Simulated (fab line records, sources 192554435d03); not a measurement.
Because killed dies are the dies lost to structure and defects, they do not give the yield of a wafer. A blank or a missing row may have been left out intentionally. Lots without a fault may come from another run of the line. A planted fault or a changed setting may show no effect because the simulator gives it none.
Chamber matching | flow n5 finfet | N5_BEOL_M0_CUTY_ETCH_63 on rie diel-04: 4 sister chambers
The step etches SOC in N2/H2, target depth 82.7 nm, overetch 16.5 nm, time 124 s. 8 wafers are shown with their chamber, then 9 later ones without.

## EACH WAFER AND ITS CHAMBER
wafer  | chamber | showerhead plenum p Torr (Torr) | drypump motor current A (A)
L075.3 | 3       | 2.43                            | 5.5
L083.5 | 3       | 2.43                            | 5.5
L083.6 | 0       | 2.57                            | 5.9
L088.1 | 2       | 2.58                            | 5.6
L088.6 | 1       | 2.43                            | 6.1
L089.1 | 1       | 2.43                            | 6.1
L089.2 | 2       | 2.58                            | 5.6
L089.6 | 0       | 2.56                            | 5.8

## WAFERS WITHOUT THEIR CHAMBER
wafer  | showerhead plenum p Torr (Torr) | drypump motor current A (A)
L094.4 | 2.56                            | 5.8
L094.5 | 2.58                            | 5.6
L094.6 | 2.42                            | 5.5
L096.2 | 2.55                            | 5.8
L096.3 | 2.42                            | 5.4
L096.4 | 2.57                            | 5.6
L097.1 | 2.57                            | 5.6
L097.4 | 2.42                            | 6.2
L097.6 | 2.42                            | 6.1

## EACH ONE'S CHAMBER
wafer  | from the rows above | in truth
L094.4 | 0                   | 0
L094.5 | 2                   | 2
L094.6 | 3                   | 3
L096.2 | 0                   | 0
L096.3 | 3                   | 3
L096.4 | 2                   | 2
L097.1 | 2                   | 2
L097.4 | 1                   | 1
L097.6 | 1                   | 1
9 of 9 placed correctly. Not placeable from these rows: 0. 0 placed wrongly.
How it was worked out, from the rows above alone: a wafer's distance from a chamber is the root of the sum, over the readings, of the square of ((its reading less the chamber's mean) divided by the reading's scatter). If the next closest chamber is less than 2 further off than the closest, the wafer can't be placed; otherwise it belongs to the closest. The mean given for a chamber averages the wafers shown for that chamber. The scatter: take each reading less its chamber's mean, square it, sum over the shown wafers, divide by the number of wafers less the number of chambers, and take the root.
